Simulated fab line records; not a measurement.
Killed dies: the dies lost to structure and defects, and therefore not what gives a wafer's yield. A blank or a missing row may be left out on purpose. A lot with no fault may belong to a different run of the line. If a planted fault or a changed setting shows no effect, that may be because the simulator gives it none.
Check of tool commonality + flow n5 finfet + 33 wafers sampled across 11 lots

== WHY THIS WAS OPENED ==
At N5_DUMMY_GATE_THK_MEAS_05 the reading thk nm is flagged on 1 of 11 lots. Wafers without a fault read 72.1 nm, standard deviation 1.2.
Rule: flag the lot when none of its wafers has a number, or when each of its wafers that has one lies beyond 4 standard deviations from that mean. All remaining lots are regarded as sound.

| lot  | measured    | on            | thk nm (nm), wafer by wafer | flag    |
|------|-------------|---------------|-----------------------------|---------|
| L447 | day 3 06:28 | film metro-02 | 73.8 72.0 71.7              |         |
| L448 | day 3 13:03 | film metro-02 | 73.0 72.2 73.3              |         |
| L449 | day 3 19:11 | film metro-01 | 71.7 71.6 70.3              |         |
| L450 | day 4 00:06 | film metro-02 | 70.4 72.8 72.7              |         |
| L452 | day 4 10:19 | film metro-01 | 66.8 66.7 66.4              | FLAGGED |
| L460 | day 6 10:11 | film metro-02 | 73.7 72.8 72.2              |         |
| L462 | day 6 22:25 | film metro-01 | 71.2 72.2 74.0              |         |
| L464 | day 7 12:46 | film metro-02 | 70.6 73.9 72.9              |         |
| L466 | day 7 22:49 | film metro-01 | 71.2 70.3 71.6              |         |
| L467 | day 8 08:59 | film metro-01 | 71.6 73.9 71.7              |         |
| L468 | day 8 12:22 | film metro-02 | 74.2 73.8 72.9              |         |
Average over the flagged lots: 66.6 nm; offset from the usual -5.5 nm, equal to -5 standard deviations.

== LOT BY LOT: THE TOOL USED ==
3 process steps preceding the reading are held in the record, out of 1938 steps in the route. In each cell: the tool, then ch and the chambers that the sampled wafers went through, then the start.
| lot  | flag    | N5_STI_FIN_REVEAL_ALD_14         | N5_STI_FIN_REVEAL_OXIDATION_31      | N5_DUMMY_GATE_CVD_03                      |
|------|---------|----------------------------------|-------------------------------------|-------------------------------------------|
| L447 |         | ald sin-04 ch 0,1,2, day 2 17:02 | plasma asher-01 ch 0,1, day 3 01:38 | lpcvd-02 ch 1/70,1/75,1/84, day 3 02:28   |
| L448 |         | ald sin-01 ch 0,1,3, day 3 00:03 | plasma asher-02 ch 0,1, day 3 08:01 | lpcvd-02 ch 1/20,1/29,1/39, day 3 09:04   |
| L449 |         | ald sin-01 ch 0,3, day 3 06:19   | plasma asher-02 ch 0,1, day 3 14:21 | lpcvd-02 ch 0/104,0/114,0/90, day 3 15:13 |
| L450 |         | ald sin-04 ch 0,2,3, day 3 11:11 | plasma asher-02 ch 0,1, day 3 19:16 | lpcvd-02 ch 1/65,1/70,1/79, day 3 20:07   |
| L452 | FLAGGED | ald sin-02 ch 0,2,3, day 3 21:28 | plasma asher-01 ch 0, day 4 05:29   | lpcvd-02 ch 1/104,1/114,1/95, day 4 06:20 |
| L460 |         | ald sin-01 ch 0,2,3, day 5 21:22 | plasma asher-02 ch 0,1, day 6 05:21 | lpcvd-01 ch 1/65,1/70,1/79, day 6 06:13   |
| L462 |         | ald sin-02 ch 0,2,3, day 6 09:31 | plasma asher-02 ch 0,1, day 6 17:32 | lpcvd-01 ch 1/15,1/20,1/29, day 6 18:23   |
| L464 |         | ald sin-02 ch 2,3, day 6 23:26   | plasma asher-01 ch 0,1, day 7 07:53 | lpcvd-01 ch 0/104,0/114,0/95, day 7 08:47 |
| L466 |         | ald sin-04 ch 0,1,3, day 7 09:34 | plasma asher-01 ch 0,1, day 7 17:37 | lpcvd-01 ch 0/15,0/25,0/29, day 7 18:50   |
| L467 |         | ald sin-04 ch 1,2,3, day 7 16:41 | plasma asher-01 ch 0,1, day 8 02:21 | lpcvd-01 ch 0/65,0/75,0/79, day 8 03:11   |
| L468 |         | ald sin-02 ch 1,2,3, day 7 23:23 | plasma asher-01 ch 0,1, day 8 07:33 | lpcvd-02 ch 0/65,0/75,0/89, day 8 08:23   |
What the steps here do:
- N5_STI_FIN_REVEAL_ALD_14: deposits Si3N4, target thk 3 nm.
- N5_STI_FIN_REVEAL_OXIDATION_31: chemistry O2 PLASMA REMOTE, time 20 s.
- N5_DUMMY_GATE_CVD_03: deposits a-Si from SiH4, target thk 150 nm, time 8042 s.
- N5_DUMMY_GATE_THK_MEAS_05

== FLAGGED AGAINST TOTAL, ONE TOOL AT A TIME (gauges that did the reading follow at the end) ==
| step                           | tool            | lots run | flagged | share of the flagged lots | sound lots run after its first flagged lot |
|--------------------------------|-----------------|----------|---------|---------------------------|--------------------------------------------|
| N5_STI_FIN_REVEAL_ALD_14       | ald sin-01      | 3        | 0       | none                      | -                                          |
| N5_STI_FIN_REVEAL_ALD_14       | ald sin-02      | 4        | 1       | all                       | 3 (L462,L464,L468)                         |
| N5_STI_FIN_REVEAL_ALD_14       | ald sin-04      | 4        | 0       | none                      | -                                          |
| N5_STI_FIN_REVEAL_OXIDATION_31 | plasma asher-01 | 6        | 1       | all                       | 4 (L464,L466,L467,L468)                    |
| N5_STI_FIN_REVEAL_OXIDATION_31 | plasma asher-02 | 5        | 0       | none                      | -                                          |
| N5_DUMMY_GATE_CVD_03           | lpcvd-01        | 5        | 0       | none                      | -                                          |
| N5_DUMMY_GATE_CVD_03           | lpcvd-02        | 6        | 1       | all                       | 1 (L468)                                   |
| N5_DUMMY_GATE_THK_MEAS_05      | film metro-01   | 5        | 1       | all                       | 3 (L462,L466,L467)                         |
| N5_DUMMY_GATE_THK_MEAS_05      | film metro-02   | 6        | 0       | none                      | -                                          |

== WHAT THE TABLE ALLOWS ==
4 rows of the table ran every flagged lot: ald sin-02 at N5_STI_FIN_REVEAL_ALD_14, plasma asher-01 at N5_STI_FIN_REVEAL_OXIDATION_31, lpcvd-02 at N5_DUMMY_GATE_CVD_03, film metro-01 at N5_DUMMY_GATE_THK_MEAS_05.
- ald sin-02 at N5_STI_FIN_REVEAL_ALD_14 ran 4 lots, 1 of them flagged. After the first flagged lot (L462, L464, L468), sound lots still ran on it; a lasting fault on the whole tool would not permit that.
- plasma asher-01 at N5_STI_FIN_REVEAL_OXIDATION_31 ran 6 lots, 1 of them flagged. After the first flagged lot (L464, L466, L467, L468), sound lots still ran on it; a lasting fault on the whole tool would not permit that.
- lpcvd-02 at N5_DUMMY_GATE_CVD_03 ran 6 lots, 1 of them flagged. After the first flagged lot (L468), sound lots still ran on it; a lasting fault on the whole tool would not permit that.
- film metro-01 at N5_DUMMY_GATE_THK_MEAS_05 ran 5 lots, 1 of them flagged. After the first flagged lot (L462, L466, L467), sound lots still ran on it; a lasting fault on the whole tool would not permit that.
Every row of the table either missed a flagged lot or ran a sound lot after the first.

== WHAT WAS PUT IN BY THE SIMULATOR ==
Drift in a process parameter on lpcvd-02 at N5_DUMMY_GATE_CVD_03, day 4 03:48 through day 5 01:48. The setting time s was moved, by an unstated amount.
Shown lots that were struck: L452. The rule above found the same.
